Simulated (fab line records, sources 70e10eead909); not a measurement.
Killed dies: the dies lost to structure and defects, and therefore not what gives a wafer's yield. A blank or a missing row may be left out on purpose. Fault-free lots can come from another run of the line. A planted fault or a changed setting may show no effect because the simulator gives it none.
The tool behind it: which one? + flow nand-harc + Sampling: 24 lots, 72 wafers, 6 of 1159 route steps

== WHAT THE GAUGES SHOWED, per wafer ==
NHARC_A_CONTACT_CD_MEAS_15. Usual: 90.0 nm for cd-nm, sd 0.43.
| lot  | measured     | on        | cd-nm (nm)     | flag |
|------|--------------|-----------|----------------|------|
| L074 | day 16 19:38 | cd-sem-02 | 89.7 89.8 89.8 |      |
| L077 | day 17 09:16 | cd-sem-03 | 90.9 91.0 90.4 |      |
| L075 | day 17 09:28 | cd-sem-01 | 90.3 90.3 90.0 |      |
| L079 | day 17 11:19 | cd-sem-02 | 89.8 90.2 90.5 |      |
| L078 | day 17 12:13 | cd-sem-01 | 90.0 90.0 89.2 |      |
| L076 | day 17 14:22 | cd-sem-01 | 89.6 90.0 89.8 |      |
| L080 | day 18 17:08 | cd-sem-01 | 90.0 89.9 89.9 |      |
| L082 | day 19 03:56 | cd-sem-02 | 89.8 90.5 90.2 |      |
| L081 | day 19 07:09 | cd-sem-01 | 90.2 89.8 90.7 |      |
| L083 | day 19 12:07 | cd-sem-03 | 91.2 90.8 90.8 |      |
| L086 | day 19 17:26 | cd-sem-03 | 90.2 89.9 90.6 |      |
| L084 | day 19 19:04 | cd-sem-01 | 89.7 89.7 90.0 |      |
| L085 | day 19 23:07 | cd-sem-03 | 89.8 89.9 90.0 |      |
| L089 | day 21 00:31 | cd-sem-02 | 89.1 89.4 89.1 |      |
| L087 | day 21 01:35 | cd-sem-03 | 89.8 90.1 90.1 |      |
| L091 | day 21 04:39 | cd-sem-02 | 90.0 90.4 90.1 |      |
| L090 | day 21 08:03 | cd-sem-03 | 90.6 90.9 90.4 |      |
| L088 | day 21 11:36 | cd-sem-01 | 90.1 89.8 89.4 |      |
| L093 | day 21 17:16 | cd-sem-01 | 90.2 89.6 89.9 |      |
| L095 | day 21 16:41 | cd-sem-01 | 90.6 90.0 90.6 |      |
| L094 | day 21 20:59 | cd-sem-03 | 89.3 89.8 89.0 |      |
| L092 | day 22 09:40 | cd-sem-02 | 89.4 89.4 89.3 |      |
| L097 | day 22 13:59 | cd-sem-02 | 90.3 90.3 90.4 |      |
| L096 | day 22 17:20 | cd-sem-01 | 90.3 90.0 89.9 |      |

NHARC_A_M0_THK_MEAS_24: measures by xrf. Usual: 114.0 nm for thk-nm, sd 1.6.
| lot  | measured     | on            | thk-nm (nm)       | flag |
|------|--------------|---------------|-------------------|------|
| L074 | day 17 11:47 | film-metro-02 | 113.0 114.4 114.6 |      |
| L077 | day 17 21:41 | film-metro-01 | 113.4 115.5 112.4 |      |
| L075 | day 17 22:53 | film-metro-02 | 108.9 111.1 114.3 |      |
| L079 | day 18 00:14 | film-metro-02 | 114.5 116.0 114.2 |      |
| L078 | day 18 03:31 | film-metro-02 | 114.2 115.9 114.7 |      |
| L076 | day 18 05:03 | film-metro-02 | 111.8 113.4 114.7 |      |
| L080 | day 19 03:56 | film-metro-01 | 114.3 114.0 113.1 |      |
| L082 | day 19 13:43 | film-metro-01 | 113.5 113.0 113.5 |      |
| L081 | day 19 16:37 | film-metro-01 | 114.6 114.8 114.5 |      |
| L083 | day 20 02:45 | film-metro-02 | 116.8 116.9 115.6 |      |
| L086 | day 20 09:38 | film-metro-02 | 112.9 114.2 113.0 |      |
| L084 | day 20 12:45 | film-metro-01 | 115.6 115.3 115.1 |      |
| L085 | day 20 13:11 | film-metro-02 | 112.7 113.6 114.0 |      |
| L089 | day 21 15:04 | film-metro-01 | 115.6 113.4 114.3 |      |
| L087 | day 21 15:30 | film-metro-01 | 115.4 112.8 113.2 |      |
| L091 | day 21 17:02 | film-metro-02 | 113.6 112.4 112.9 |      |
| L090 | day 21 21:49 | film-metro-01 | 115.4 116.1 114.8 |      |
| L088 | day 21 22:13 | film-metro-01 | 115.6 115.5 116.8 |      |
| L093 | day 22 07:57 | film-metro-01 | 114.7 114.4 113.8 |      |
| L095 | day 22 07:32 | film-metro-02 | 114.9 114.2 111.9 |      |
| L094 | day 22 08:24 | film-metro-01 | 111.8 111.6 114.0 |      |
| L092 | day 22 19:13 | film-metro-01 | 115.2 111.9 113.9 |      |
| L097 | day 23 01:01 | film-metro-02 | 116.3 112.7 112.8 |      |
| L096 | day 23 10:08 | film-metro-02 | 112.7 115.3 114.7 |      |

== WHICH TOOL RAN EACH LOT (tool, then ch and the chambers of the sampled wafers, then the start) ==
| lot  | NHARC_A_CONTACT_ETCH_130             | NHARC_A_CONTACT_ETCH_138             | NHARC_A_CONTACT_CVD_19                   | NHARC_A_M0_STRIP_18                |
|------|--------------------------------------|--------------------------------------|------------------------------------------|------------------------------------|
| L074 | har-cap-etch-01 ch 0,1, day 16 12:03 | har-cap-etch-02 ch 0,1, day 16 18:54 | cvd-w-01 ch 0,1, day 17 09:49 or earlier | rie-diel-04 ch 0,1,2, day 17 09:49 |
| L077 | har-cap-etch-01 ch 0,1, day 17 01:16 | har-cap-etch-03 ch 0,1, day 17 08:31 | cvd-w-02 ch 0,1, day 17 19:41 or earlier | rie-diel-04 ch 0,3, day 17 19:41   |
| L075 | har-cap-etch-02 ch 0,1, day 17 01:52 | har-cap-etch-01 ch 0,1, day 17 08:41 | cvd-w-01 ch 0,1, day 17 20:46 or earlier | rie-diel-11 ch 0,2,3, day 17 20:46 |
| L079 | har-cap-etch-03 ch 0,1, day 17 04:49 | har-cap-etch-02 ch 0,1, day 17 10:34 | cvd-w-02 ch 0,1, day 17 22:16 or earlier | rie-diel-04 ch 1,2,3, day 17 22:16 |
| L078 | har-cap-etch-01 ch 0,1, day 17 05:28 | har-cap-etch-03 ch 0,1, day 17 11:28 | cvd-w-02 ch 0,1, day 18 01:32 or earlier | rie-diel-11 ch 1,2,3, day 18 01:32 |
| L076 | har-cap-etch-02 ch 0, day 17 07:46   | har-cap-etch-01 ch 0,1, day 17 13:37 | cvd-w-01 ch 0,1, day 18 03:07 or earlier | rie-diel-11 ch 1,2, day 18 03:07   |
| L080 | har-cap-etch-03 ch 0,1, day 18 09:46 | har-cap-etch-01 ch 0,1, day 18 16:22 | cvd-w-01 ch 0,1, day 19 01:43 or earlier | rie-diel-11 ch 0,3, day 19 01:43   |
| L082 | har-cap-etch-02 ch 0,1, day 18 18:35 | har-cap-etch-03 ch 1, day 19 03:13   | cvd-w-02 ch 0, day 19 11:35 or earlier   | rie-diel-07 ch 0,2, day 19 11:35   |
| L081 | har-cap-etch-01 ch 0,1, day 18 21:32 | har-cap-etch-02 ch 0,1, day 19 06:25 | cvd-w-01 ch 0,1, day 19 14:41 or earlier | rie-diel-07 ch 0,1, day 19 14:41   |
| L083 | har-cap-etch-01 ch 0,1, day 19 01:49 | har-cap-etch-01 ch 0,1, day 19 11:21 | cvd-w-01 ch 0,1, day 20 00:43 or earlier | rie-diel-11 ch 0,1,3, day 20 00:43 |
| L086 | har-cap-etch-03 ch 0,1, day 19 10:42 | har-cap-etch-01 ch 0,1, day 19 16:43 | cvd-w-01 ch 0,1, day 20 07:44 or earlier | rie-diel-04 ch 0,1,2, day 20 07:44 |
| L084 | har-cap-etch-02 ch 1, day 19 11:41   | har-cap-etch-02 ch 0,1, day 19 18:20 | cvd-w-01 ch 0,1, day 20 10:48 or earlier | rie-diel-07 ch 0,3, day 20 10:48   |
| L085 | har-cap-etch-03 ch 0,1, day 19 14:21 | har-cap-etch-03 ch 0,1, day 19 22:22 | cvd-w-01 ch 1, day 20 11:16 or earlier   | rie-diel-11 ch 0,1, day 20 11:16   |
| L089 | har-cap-etch-02 ch 0,1, day 20 14:53 | har-cap-etch-03 ch 0,1, day 20 23:37 | cvd-w-02 ch 0,1, day 21 13:08 or earlier | rie-diel-04 ch 1,2, day 21 13:08   |
| L087 | har-cap-etch-03 ch 0,1, day 20 15:05 | har-cap-etch-01 ch 0, day 21 00:48   | cvd-w-02 ch 1, day 21 13:35 or earlier   | rie-diel-07 ch 0,1, day 21 13:35   |
| L091 | har-cap-etch-02 ch 0,1, day 20 18:32 | har-cap-etch-01 ch 0,1, day 21 03:53 | cvd-w-01 ch 0,1, day 21 15:08 or earlier | rie-diel-11 ch 0,2,3, day 21 15:08 |
| L090 | har-cap-etch-03 ch 0,1, day 20 20:17 | har-cap-etch-01 ch 0,1, day 21 07:07 | cvd-w-01 ch 0,1, day 21 19:53 or earlier | rie-diel-04 ch 0,3, day 21 19:53   |
| L088 | har-cap-etch-02 ch 0,1, day 21 01:33 | har-cap-etch-02 ch 0,1, day 21 10:53 | cvd-w-01 ch 0,1, day 21 20:19 or earlier | rie-diel-11 ch 0,2,3, day 21 20:19 |
| L093 | har-cap-etch-02 ch 0,1, day 21 06:34 | har-cap-etch-02 ch 0,1, day 21 16:25 | cvd-w-02 ch 0,1, day 22 06:01 or earlier | rie-diel-07 ch 0,1,2, day 22 06:01 |
| L095 | har-cap-etch-03 ch 0,1, day 21 08:44 | har-cap-etch-03 ch 0,1, day 21 15:58 | cvd-w-01 ch 0,1, day 22 05:29 or earlier | rie-diel-07 ch 0,2,3, day 22 05:29 |
| L094 | har-cap-etch-01 ch 0,1, day 21 14:22 | har-cap-etch-03 ch 0,1, day 21 20:14 | cvd-w-01 ch 0,1, day 22 06:29 or earlier | rie-diel-07 ch 0,2,3, day 22 06:29 |
| L092 | har-cap-etch-03 ch 0,1, day 22 02:10 | har-cap-etch-01 ch 0,1, day 22 08:56 | cvd-w-02 ch 0,1, day 22 17:13 or earlier | rie-diel-07 ch 1,2, day 22 17:13   |
| L097 | har-cap-etch-03 ch 0,1, day 22 07:25 | har-cap-etch-02 ch 0,1, day 22 13:16 | cvd-w-02 ch 0,1, day 22 23:01 or earlier | rie-diel-04 ch 2,3, day 22 23:01   |
| L096 | har-cap-etch-02 ch 0,1, day 22 09:21 | har-cap-etch-03 ch 0,1, day 22 16:04 | cvd-w-02 ch 0,1, day 23 08:13 or earlier | rie-diel-04 ch 0,1, day 23 08:13   |
- NHARC_A_CONTACT_ETCH_130: etches the open film in C4F8/O2/Ar, time 155 s, target depth 956 nm.
- NHARC_A_CONTACT_ETCH_138: etches the open film in C4F8/O2/Ar, time 132 s, target depth 1289 nm.
- NHARC_A_CONTACT_CVD_19: deposits W, target thk 300 nm, time 802 s.
- NHARC_A_M0_STRIP_18: strips in N2/H2.

== WHAT THE TOOLS THEMSELVES READ (means of the sampled wafers that have a number; where no wafer has one, the mark that the record gives instead) ==
NHARC_A_CONTACT_CVD_19. Usual: heater-power-w 487 W, standard deviation 24; throttle-valve-pct 7.88 %, standard deviation 0.28.
| lot  | tool     | heater-power-w (W) | throttle-valve-pct (%) | flag |
|------|----------|--------------------|------------------------|------|
| L074 | cvd-w-01 | 487                | 7.81                   |      |
| L077 | cvd-w-02 | 496                | 7.90                   |      |
| L075 | cvd-w-01 | 483                | 7.64                   |      |
| L079 | cvd-w-02 | 467                | 7.87                   |      |
| L078 | cvd-w-02 | 470                | 7.81                   |      |
| L076 | cvd-w-01 | 488                | 7.80                   |      |
| L080 | cvd-w-01 | 474                | 7.75                   |      |
| L082 | cvd-w-02 | 450                | 7.65                   |      |
| L081 | cvd-w-01 | 491                | 7.87                   |      |
| L083 | cvd-w-01 | 486                | 7.70                   |      |
| L086 | cvd-w-01 | 492                | 7.71                   |      |
| L084 | cvd-w-01 | 479                | 7.71                   |      |
| L085 | cvd-w-01 | 494                | 8.01                   |      |
| L089 | cvd-w-02 | 476                | 7.89                   |      |
| L087 | cvd-w-02 | 509                | 8.22                   |      |
| L091 | cvd-w-01 | 494                | 7.90                   |      |
| L090 | cvd-w-01 | 488                | 7.93                   |      |
| L088 | cvd-w-01 | 485                | 7.92                   |      |
| L093 | cvd-w-02 | 481                | 7.98                   |      |
| L095 | cvd-w-01 | 495                | 8.07                   |      |
| L094 | cvd-w-01 | 486                | 7.80                   |      |
| L092 | cvd-w-02 | 476                | 7.87                   |      |
| L097 | cvd-w-02 | 483                | 7.96                   |      |
| L096 | cvd-w-02 | 476                | 7.95                   |      |

NHARC_A_M0_STRIP_18. Usual: for drypump-motor-current-A, 5.7 A with a standard deviation of 0.59; for n2-flow-sccm, 150.0 sccm with a standard deviation of 0.42; for oes-product-au, 0.997 a.u. with a standard deviation of 0.0071; for power-w, 1000.4 W with a standard deviation of 2.7; for rf-vpp-V, 90.5 V with a standard deviation of 0.96; for showerhead-plenum-p-Torr, 2.01 Torr with a standard deviation of 0.094; for throttle-valve-pct, 14.171 % with a standard deviation of 0.0081.
| lot  | tool        | drypump-motor-current-A (A) | n2-flow-sccm (sccm) | oes-product-au (a.u.) | power-w (W) | rf-vpp-V (V) | showerhead-plenum-p-Torr (Torr) | throttle-valve-pct (%) | flag |
|------|-------------|-----------------------------|---------------------|-----------------------|-------------|--------------|---------------------------------|------------------------|------|
| L074 | rie-diel-04 | 5.8                         | 149.9               | 0.992                 | 1001.2      | 91.4         | 2.12                            | 14.169                 |      |
| L077 | rie-diel-04 | 6.0                         | 149.7               | 0.995                 | 1002.0      | 90.6         | 2.12                            | 14.170                 |      |
| L075 | rie-diel-11 | 5.7                         | 149.8               | 1.000                 | 1003.5      | 90.4         | 1.95                            | 14.169                 |      |
| L079 | rie-diel-04 | 6.0                         | 149.5               | 0.999                 | 1000.3      | 90.5         | 2.04                            | 14.176                 |      |
| L078 | rie-diel-11 | 5.2                         | 150.1               | 1.000                 | 1002.6      | 90.5         | 1.92                            | 14.176                 |      |
| L076 | rie-diel-11 | 5.7                         | 149.8               | 0.997                 | 999.8       | 90.4         | 1.92                            | 14.167                 |      |
| L080 | rie-diel-11 | 5.6                         | 149.7               | 0.995                 | 1000.3      | 90.2         | 1.99                            | 14.166                 |      |
| L082 | rie-diel-07 | 5.9                         | 149.9               | 1.003                 | 996.7       | 90.3         | 1.96                            | 14.167                 |      |
| L081 | rie-diel-07 | 5.5                         | 149.8               | 0.999                 | 1000.7      | 91.0         | 1.96                            | 14.166                 |      |
| L083 | rie-diel-11 | 5.2                         | 150.1               | 0.991                 | 1001.2      | 89.6         | 1.96                            | 14.179                 |      |
| L086 | rie-diel-04 | 5.8                         | 150.2               | 0.997                 | 1001.4      | 91.4         | 2.11                            | 14.172                 |      |
| L084 | rie-diel-07 | 5.7                         | 150.3               | 1.000                 | 996.4       | 90.5         | 2.02                            | 14.171                 |      |
| L085 | rie-diel-11 | 5.6                         | 150.0               | 0.999                 | 996.0       | 90.5         | 2.00                            | 14.176                 |      |
| L089 | rie-diel-04 | 5.7                         | 150.1               | 0.988                 | 999.4       | 89.9         | 2.09                            | 14.181                 |      |
| L087 | rie-diel-07 | 5.7                         | 150.1               | 0.997                 | 1001.6      | 90.5         | 1.95                            | 14.177                 |      |
| L091 | rie-diel-11 | 5.7                         | 150.3               | 0.991                 | 1001.3      | 89.3         | 1.95                            | 14.164                 |      |
| L090 | rie-diel-04 | 6.0                         | 150.2               | 0.998                 | 998.9       | 90.6         | 2.11                            | 14.178                 |      |
| L088 | rie-diel-11 | 5.7                         | 150.2               | 0.993                 | 999.8       | 90.5         | 1.95                            | 14.173                 |      |
| L093 | rie-diel-07 | 5.6                         | 150.2               | 1.004                 | 1000.3      | 90.6         | 1.97                            | 14.175                 |      |
| L095 | rie-diel-07 | 5.6                         | 149.9               | 0.994                 | 1000.0      | 90.8         | 2.04                            | 14.168                 |      |
| L094 | rie-diel-07 | 5.6                         | 150.2               | 0.999                 | 1001.5      | 90.4         | 2.04                            | 14.172                 |      |
| L092 | rie-diel-07 | 5.4                         | 150.1               | 0.997                 | 997.9       | 90.2         | 1.98                            | 14.161                 |      |
| L097 | rie-diel-04 | 6.4                         | 149.8               | 0.998                 | 997.6       | 89.7         | 1.98                            | 14.165                 |      |
| L096 | rie-diel-04 | 5.4                         | 150.2               | 1.005                 | 1000.5      | 90.3         | 2.15                            | 14.169                 |      |

== THE ANSWER, worked out from the rows above alone ==
Rule: lot off if the mean of its wafers having a number is beyond 3 standard deviations from the usual mean. A lot without any number at a reading at which 4 lots or more have one is off too. Any other lot the step has rows for is counted as sound. The gauges are gone through in route order, then the tools' own readings, and for those a lot's mean is taken as printed above. At the first step where some lot is off, the reading lying furthest off is the one used; lots without a number count as furthest.
No lot is off on any of the readings shown, so nothing can be concluded from this.

== WHAT HAD BEEN PUT IN BY THE SIMULATOR ==
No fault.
